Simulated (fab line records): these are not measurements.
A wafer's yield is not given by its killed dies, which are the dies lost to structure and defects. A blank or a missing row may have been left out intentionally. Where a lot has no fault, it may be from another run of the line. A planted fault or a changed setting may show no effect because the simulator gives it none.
Commonality check across tools    flow nand harc    Sampled: 13 lots, 39 wafers

## THE REASON FOR OPENING IT
Flagged at NHARC_A_BONDPAD_THK_MEAS_20: reading thk nm, on 2 of 13 lots. Fault-free wafers read 169.3 nm, with a standard deviation of 1.6.
Rule: a lot is flagged in two cases, either no wafer of it has a number, or all its wafers with numbers fall more than 4 standard deviations from that mean. As for the other lots, they are considered sound.

lot   measured      on             thk nm (nm), wafer by wafer  flag
L850  day 23 15:54  film metro-01  169.6 171.9 170.1            
L852  day 23 18:53  film metro-02  170.5 168.4 169.5            
L851  day 23 20:50  film metro-01  171.4 170.3 169.2            
L853  day 25 07:16  film metro-02  167.3 171.6 168.4            
L856  day 25 11:10  film metro-02  168.7 170.5 167.2            
L854  day 26 08:11  film metro-02  167.1 170.3 169.3            
L855  day 26 10:42  film metro-01  167.4 168.9 171.3            
L858  day 26 11:54  film metro-02  168.7 169.1 170.8            
L857  day 26 13:43  film metro-01  168.1 169.2 167.8            
L866  day 30 01:26  film metro-01  170.8 169.4 170.0            
L872  day 32 12:55  film metro-02  30.3 30.8 29.8               FLAGGED
L871  day 32 15:29  film metro-02  30.7 28.7 28.7               FLAGGED
L873  day 32 16:08  film metro-02  167.7 166.9 169.2            
The numbers of the flagged lots are 29.8 nm on average: -139.5 nm against the usual, or -87 standard deviations.

## WHICH TOOL RAN EACH LOT
The record holds 3 process steps before the reading, out of a route of 1302 steps. Cell contents, in order: the tool; ch with the chambers the sampled wafers went through; the start.
lot   flag     NHARC_A_M0_DEP_32                NHARC_A_M1_ETCH_15                             NHARC_A_BONDPAD_ECD_18
L850           pecvd-04 ch 1,2, day 23 07:21    rie diel-05 ch 0,2,3, day 23 11:19 or earlier  ecd cu-02 ch 0,1, day 23 14:55
L852           pecvd-04 ch 1,2, day 23 10:38    rie diel-05 ch 0,1,2, day 23 14:19 or earlier  ecd cu-01 ch 0,1, day 23 17:53
L851           pecvd-02 ch 1,2, day 23 12:18    rie diel-01 ch 1,2,3, day 23 16:11 or earlier  ecd cu-02 ch 0,1, day 23 19:51
L853           pecvd-02 ch 1,2, day 24 22:41    rie diel-01 ch 0,3, day 25 02:34 or earlier    ecd cu-01 ch 0,1, day 25 06:13
L856           pecvd-02 ch 0,1,2, day 25 03:00  rie diel-05 ch 1,2,3, day 25 06:39 or earlier  ecd cu-01 ch 0,1, day 25 10:10
L854           pecvd-04 ch 0,2, day 25 23:41    rie diel-05 ch 1,2,3, day 26 03:34 or earlier  ecd cu-02 ch 0,1, day 26 07:09
L855           pecvd-04 ch 0,2, day 26 02:25    rie diel-05 ch 1,2, day 26 06:12 or earlier    ecd cu-01 ch 0,1, day 26 09:49
L858           pecvd-02 ch 0,1,2, day 26 03:16  rie diel-05 ch 1,2, day 26 07:08 or earlier    ecd cu-01 ch 1, day 26 10:51
L857           pecvd-04 ch 0,1, day 26 05:10    rie diel-03 ch 2,3, day 26 08:58 or earlier    ecd cu-02 ch 0,1, day 26 12:43
L866           pecvd-03 ch 0,1, day 29 16:59    rie diel-01 ch 0,1,3, day 29 20:46 or earlier  ecd cu-02 ch 0,1, day 30 00:23
L872  FLAGGED  pecvd-04 ch 0,1,2, day 32 04:29  rie diel-01 ch 1,3, day 32 08:24 or earlier    ecd cu-01 ch 0,1, day 32 11:52
L871  FLAGGED  pecvd-02 ch 1,2, day 32 07:08    rie diel-01 ch 0,2,3, day 32 10:51 or earlier  ecd cu-02 ch 0,1, day 32 14:29
L873           pecvd-02 ch 0,1,2, day 32 07:44  rie diel-01 ch 0,1,3, day 32 11:37 or earlier  ecd cu-01 ch 0,1, day 32 15:09
What the steps here do:
- NHARC_A_M0_DEP_32: deposits SiCN, target thk 30 nm.
- NHARC_A_M1_ETCH_15: etches the open film in C4F8/Ar, target depth 182.5 nm, time 91.2 s.
- NHARC_A_BONDPAD_ECD_18: material Cu, target thk 400 nm.
- NHARC_A_BONDPAD_THK_MEAS_20: measures by xrf.

## FLAGGED AGAINST TOTAL, ONE TOOL AT A TIME (gauges that did the reading follow at the end)
step                         tool           lots run  flagged  share of the flagged lots  sound lots run after its first flagged lot
NHARC_A_M0_DEP_32            pecvd-02       6         1        some                       1 (L873)
NHARC_A_M0_DEP_32            pecvd-03       1         0        none                       -
NHARC_A_M0_DEP_32            pecvd-04       6         1        some                       0
NHARC_A_M1_ETCH_15           rie diel-01    6         2        all                        1 (L873)
NHARC_A_M1_ETCH_15           rie diel-03    1         0        none                       -
NHARC_A_M1_ETCH_15           rie diel-05    6         0        none                       -
NHARC_A_BONDPAD_ECD_18       ecd cu-01      7         1        some                       1 (L873)
NHARC_A_BONDPAD_ECD_18       ecd cu-02      6         1        some                       0
NHARC_A_BONDPAD_THK_MEAS_20  film metro-01  5         0        none                       -
NHARC_A_BONDPAD_THK_MEAS_20  film metro-02  8         2        all                        1 (L873)
With no start given for some of its lots, NHARC_A_M1_ETCH_15 uses the hours and lot order of NHARC_A_M1_THK_MEAS_24.

## WHAT THE TABLE ALLOWS
Rows of the table that ran all the flagged lots, 2 in number: rie diel-01 at NHARC_A_M1_ETCH_15; film metro-02 at NHARC_A_BONDPAD_THK_MEAS_20.
- rie diel-01 at NHARC_A_M1_ETCH_15 ran 6 lots, 2 of them flagged. Sound lots followed the first flagged one (L873) on it, something a lasting fault affecting the whole tool could not allow.
- film metro-02 at NHARC_A_BONDPAD_THK_MEAS_20 ran 8 lots, 2 of them flagged. Sound lots followed the first flagged one (L873) on it, something a lasting fault affecting the whole tool could not allow.
No row of the table ran every flagged lot and no sound lot after the first.

## WHAT THE SIMULATOR PUT IN
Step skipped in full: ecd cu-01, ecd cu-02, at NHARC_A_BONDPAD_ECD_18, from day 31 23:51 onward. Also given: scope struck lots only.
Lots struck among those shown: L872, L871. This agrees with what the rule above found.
